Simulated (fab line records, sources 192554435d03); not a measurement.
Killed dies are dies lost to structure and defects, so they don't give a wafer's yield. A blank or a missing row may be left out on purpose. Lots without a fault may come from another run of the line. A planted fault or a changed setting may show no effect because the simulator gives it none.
fab line records | flow n5_finfet | part 2 of 2: steps 26 to 37 of 37
record lots=5 wafers=15 last_day=16
route steps=1938 shown WELL_APT@30 PMOS_HMC_CHANNEL_EPI@57
lots that met no fault: from a run of the same line without faults
start_h: hours from the record's first day to the start of the lot's first wafer shown | wait_h: hours since the lot's step before | " the same as in the row above | L1.1+2: a row that stands for several wafers | - no value, or no start given | * or withheld: withheld | < > ~ a bound
route shown NAME@n: a module of which the file shows steps, and the number in the route of the first | usual: mean/standard deviation of fault-free wafers | same: alike in all rows | chamber/n: place in a boat | sites: the reading at each site | _std_site: their standard deviation | _edge_site: outer sites' mean less inner sites' | radius_mm: how far each site lies from the wafer's centre | mask NAME#n: copy n | behind: the tool/chamber that last shaped the wafer | hold: why the lot was held/for how many hours/how that ended | device: the transistor (n, p or np) that didn't switch | end of line: the same wafers' tests at the end of the route | a step without rows: its recipe alone | killed: dies lost to structure and defects at the first sort, not the wafer's yield | map: a wafer's dies, x killed, . not, _ none there
set.NAME: the setting as run; set.NAME@STEP: as run at that earlier step | model.NAME: the simulator's own value behind a step, which no gauge read
lots at some steps of the route; a table a step, a row a wafer
services: from which hour (start_h, from the record's first day; less than 0 if before it) a tool's chamber was out of use, for how many hours, and why
## steps
# step N5_WELL_APT_EPI_41
# recipe material=Si target_thk_a=500 temp_c=650 precursor=SiH4/H2 pressure_torr=20 time_s=297.7
# usual throttle_valve_pct=11.4/0.51
# columns lot.wafer tool chamber start_h wait_h throttle_valve_pct
L075.2 epi_rpcvd-02 0 22.22 0.1 11.4
L075.3 " 0 " " 11.4
L075.6 " 0 " " 11.4
L079.1 epi_rpcvd-03 0 46.20 0.0 10.5
L079.2 " 0 " " 10.4
L079.5 " 0 " " 10.6
L084.3 epi_rpcvd-02 0 76.86 0.2 11.3
L084.4 " 0 " " 11.3
L084.6 " 0 " " 11.4
L086.2 epi_rpcvd-01 0 88.19 0.1 11.7
L086.3 " 0 " " 11.7
L086.6 " 0 " " 11.7
L090.2 epi_rpcvd-03 0 112.56 0.1 10.7
L090.3 " 0 " " 10.6
L090.6 " 0 " " 10.9
# step N5_WELL_APT_INSPECT_38
# recipe inspect_instrument=darkfield mode=post_epi
# usual raw_defect_count=14/4.9
# columns lot.wafer tool chamber start_h wait_h raw_defect_count
L075.2 defect_inspect-02 - 22.75 0.4 17
L075.3 " - " " 19
L075.6 " - " " 13
L079.1 defect_inspect-02 - 46.84 0.5 13
L079.2 " - " " 17
L079.5 " - " " 7
L084.3 defect_inspect-02 - 77.32 0.4 9
L084.4 " - " " 4
L084.6 " - " " 18
L086.2 defect_inspect-01 - 88.72 0.4 22
L086.3 " - " " 6
L086.6 " - " " 7
L090.2 defect_inspect-02 - 113.09 0.4 19
L090.3 " - " " 16
L090.6 " - " " 22
# step N5_PMOS_HMC_CHANNEL_EPI_HM_DEP_34
# recipe material=SiO2 target_thk_a=360 temp_c=400 precursor=TEOS/O2 pressure_torr=6.5 rf_w=900 teos_flow_sccm=161.4 gas=O2 flow_sccm=2650 time_s=6.9
# usual heater_power_w=478/81 showerhead_plenum_p_Torr=8.349/0.025 throttle_valve_pct=19.0/1.5
# columns lot.wafer tool chamber start_h wait_h heater_power_w showerhead_plenum_p_Torr since_wet_clean_h throttle_valve_pct
L075.2 pecvd-02 2 22.79 0.0 689 8.407 1995 19.0
L075.3 " 1 " " 604 8.325 1270 21.1
L075.6 " 2 " " 689 8.404 - 18.6
L079.1 pecvd-01 1 46.87 0.0 482 8.358 1838 20.0
L079.2 " 0 " " 454 8.337 1113 17.8
L079.5 " 2 " " 449 8.341 - 19.3
L084.3 pecvd-01 0 77.35 0.0 455 8.342 1144 17.7
L084.4 " 1 " " 398 8.354 - 20.0
L084.6 " 0 " " 476 8.321 - 17.8
L086.2 pecvd-01 0 88.76 0.0 393 8.321 1155 17.7
L086.3 " 2 " " 386 8.334 367 19.1
L086.6 " 1 " " 512 8.353 - 20.1
L090.2 pecvd-02 0 113.13 0.0 436 8.318 636 18.0
L090.3 " 2 " " 526 8.422 2086 19.1
L090.6 " 2 " " 523 8.376 - 18.6
# step N5_PMOS_HMC_CHANNEL_EPI_COAT_31
# recipe resist=BARC temp_c=205 time_s=60 spin_rpm=1500 resist_thk_nm=66
# usual heater_power_total_W=391.8/1.3
# columns lot.wafer tool chamber start_h wait_h heater_power_total_W
L075.2 litho_track-01 0 22.84 0.0 393.0
L075.3 " 0 " " 392.1
L075.6 " 0 " " 393.3
L079.1 litho_track-03 0 46.93 0.0 390.5
L079.2 " 0 " " 392.1
L079.5 " 0 " " 392.4
L084.3 litho_track-01 0 77.41 0.0 390.1
L084.4 " 0 " " 391.1
L084.6 " 0 " " 393.3
L086.2 litho_track-03 0 88.81 0.0 392.1
L086.3 " 0 " " 391.0
L086.6 " 0 " " 393.6
L090.2 litho_track-05 0 113.18 0.0 393.4
L090.3 " 0 " " 389.5
L090.6 " 0 " " 392.9
# step N5_PMOS_HMC_CHANNEL_EPI_COAT_03
# recipe resist=CAR-ArF-block spin_rpm=1500 resist_thk_nm=205
# columns lot.wafer tool chamber start_h wait_h
L075.2+3+6 litho_track-01 0 - -
L079.1+2+5 litho_track-03 0 - -
L084.3+4+6 litho_track-01 0 - -
L086.2+3+6 litho_track-03 0 - -
L090.2+3+6 litho_track-05 0 - -
# step N5_PMOS_HMC_CHANNEL_EPI_EBR_05
# recipe solvent=PGMEA ebr_width_mm=1.5
# columns lot.wafer tool chamber start_h wait_h
L075.2+3+6 litho_track-01 0 - -
L079.1+2+5 litho_track-03 0 - -
L084.3+4+6 litho_track-01 0 - -
L086.2+3+6 litho_track-03 0 - -
L090.2+3+6 litho_track-05 0 - -
# step N5_PMOS_HMC_CHANNEL_EPI_SOFTBAKE_04
# recipe temp_c=110 time_s=60 resist=CAR-ArF-block
# usual heater_power_total_W=175.3/1.6
# columns lot.wafer tool chamber start_h wait_h heater_power_total_W
L075.2 litho_track-01 0 - - 173.0
L075.3 " 0 " " 177.4
L075.6 " 0 " " 173.9
L079.1 litho_track-03 0 - - 173.6
L079.2 " 0 " " 175.7
L079.5 " 0 " " 177.6
L084.3 litho_track-01 0 - - 176.8
L084.4 " 0 " " 174.5
L084.6 " 0 " " 177.0
L086.2 litho_track-03 0 - - 174.2
L086.3 " 0 " " 174.4
L086.6 " 0 " " 176.3
L090.2 litho_track-05 0 - - 173.0
L090.3 " 0 " " 176.0
L090.6 " 0 " " 172.9
# step N5_PMOS_HMC_CHANNEL_EPI_EXPOSE_06
# recipe mask_id=PMOS_HMC_BLK na=1.35 source_shape=conventional sigma_outer=0.8 polarization=unpolarized target_cd_nm=240 dose_mj=41
# columns lot.wafer tool chamber start_h wait_h mask
L075.2+3+6 arfi_scanner-03 0 23.07 - PMOS_HMC_BLK#0
L079.1+2+5 arfi_scanner-03 0 47.15 - PMOS_HMC_BLK#0
L084.3+4+6 arfi_scanner-01 0 77.52 - PMOS_HMC_BLK#0
L086.2+3+6 arfi_scanner-01 0 88.92 - PMOS_HMC_BLK#0
L090.2+3+6 arfi_scanner-02 0 113.41 - PMOS_HMC_BLK#0
# step N5_PMOS_HMC_CHANNEL_EPI_PEB_07
# recipe peb_temp_c=110 peb_time_s=60 resist=CAR-ArF-block
# usual heater_power_total_W=175.3/1.6
# columns lot.wafer tool chamber start_h wait_h heater_power_total_W
L075.2 litho_track-03 0 23.13 0.0 176.4
L075.3 " 0 " " 175.1
L075.6 " 0 " " 175.5
L079.1 litho_track-05 0 47.21 0.1 176.2
L079.2 " 0 " " 172.9
L079.5 " 0 " " 173.0
L084.3 litho_track-05 0 77.57 0.0 174.0
L084.4 " 0 " " 173.9
L084.6 " 0 " " 176.1
L086.2 litho_track-01 0 88.97 0.0 176.5
L086.3 " 0 " " 174.9
L086.6 " 0 " " 175.4
L090.2 litho_track-01 0 113.47 0.0 177.4
L090.3 " 0 " " 174.0
L090.6 " 0 " " 177.6
# step N5_PMOS_HMC_CHANNEL_EPI_DEVELOP_08
# recipe develop_time_s=30 developer=TMAH resist=CAR-ArF-block dev_temp_c=23 rinse_liquid=diw dry=air_spin
# columns lot.wafer tool chamber start_h wait_h
L075.2+3+6 litho_track-03 0 - -
L079.1+2+5 litho_track-05 0 - -
L084.3+4+6 litho_track-05 0 - -
L086.2+3+6 litho_track-01 0 - -
L090.2+3+6 litho_track-01 0 - -
# step N5_PMOS_HMC_CHANNEL_EPI_CD_MEAS_09
# recipe target_cd_nm=237.4 landing_energy_ev=500 detector=se_inlens
# usual cd_nm=237.8/0.73
# same landing_energy_ev=500
# columns lot.wafer tool chamber start_h wait_h cd_nm
L075.2 cd_sem-02 0 23.19 - 237.5
L075.3 " 0 " " 238.6
L075.6 " 0 " " 238.4
L079.1 cd_sem-01 0 47.28 - 237.0
L079.2 " 0 " " 236.6
L079.5 " 0 " " 236.7
L084.3 cd_sem-03 0 77.64 - 237.5
L084.4 " 0 " " 238.9
L084.6 " 0 " " 237.2
L086.2 cd_sem-01 0 89.04 - 237.7
L086.3 " 0 " " 237.8
L086.6 " 0 " " 237.9
L090.2 cd_sem-01 0 113.53 - 237.1
L090.3 " 0 " " 237.7
L090.6 " 0 " " 237.1
# step N5_PMOS_HMC_CHANNEL_EPI_OVL_MEAS_10
# recipe points_per_wafer=44
# usual PMOS_HMC_BLK_OVL=0.2/0.72
# columns lot.wafer tool chamber start_h wait_h PMOS_HMC_BLK_OVL[nm]
L075.2 overlay-02 0 23.22 0.0 1.2
L075.3 " 0 " " 0.5
L075.6 " 0 " " 0.8
L079.1 overlay-02 0 47.31 0.0 0.3
L079.2 " 0 " " -0.4
L079.5 " 0 " " 0.6
L084.3 overlay-02 0 77.67 0.0 0.9
L084.4 " 0 " " -0.5
L084.6 " 0 " " 0.4
L086.2 overlay-01 0 89.07 0.0 0.0
L086.3 " 0 " " 0.1
L086.6 " 0 " " 0.0
L090.2 overlay-01 0 113.56 0.0 -0.3
L090.3 " 0 " " -0.2
L090.6 " 0 " " 0.1
## services
# columns tool chamber start_h hours kind
arfi_scanner-01 - -4.18 0.4 repair
rie_diel-04 2 -0.97 4.9 repair
implanter-01 - 3.78 2.2 repair
rie_diel-02 - 4.31 1.0 repair
krf_scanner-01 - 6.70 0.8 pm
pecvd-02 - 16.50 0.8 repair
epi_rpcvd-02 - 17.82 2.8 repair
krf_scanner-01 - 22.14 4.4 pm
rie_diel-02 2 26.16 26.8 repair
arfi_scanner-03 - 26.44 1.7 repair
arfi_scanner-03 - 31.47 3.1 pm
rie_diel-05 3 33.07 9.2 repair
implanter-02 - 33.76 6.1 repair
arfi_scanner-01 - 37.26 3.9 pm
arfi_scanner-03 - 38.58 1.3 pm
krf_scanner-02 - 44.53 4.0 pm
krf_scanner-02 - 48.55 1.0 pm
krf_scanner-01 - 50.22 1.0 pm
arfi_scanner-01 - 55.10 1.0 pm
krf_scanner-02 - 55.34 1.3 pm
implanter-01 - 58.91 0.5 repair
krf_scanner-02 - 62.33 0.8 pm
implanter-01 - 72.68 21.2 pm
rie_diel-02 - 85.35 0.4 repair
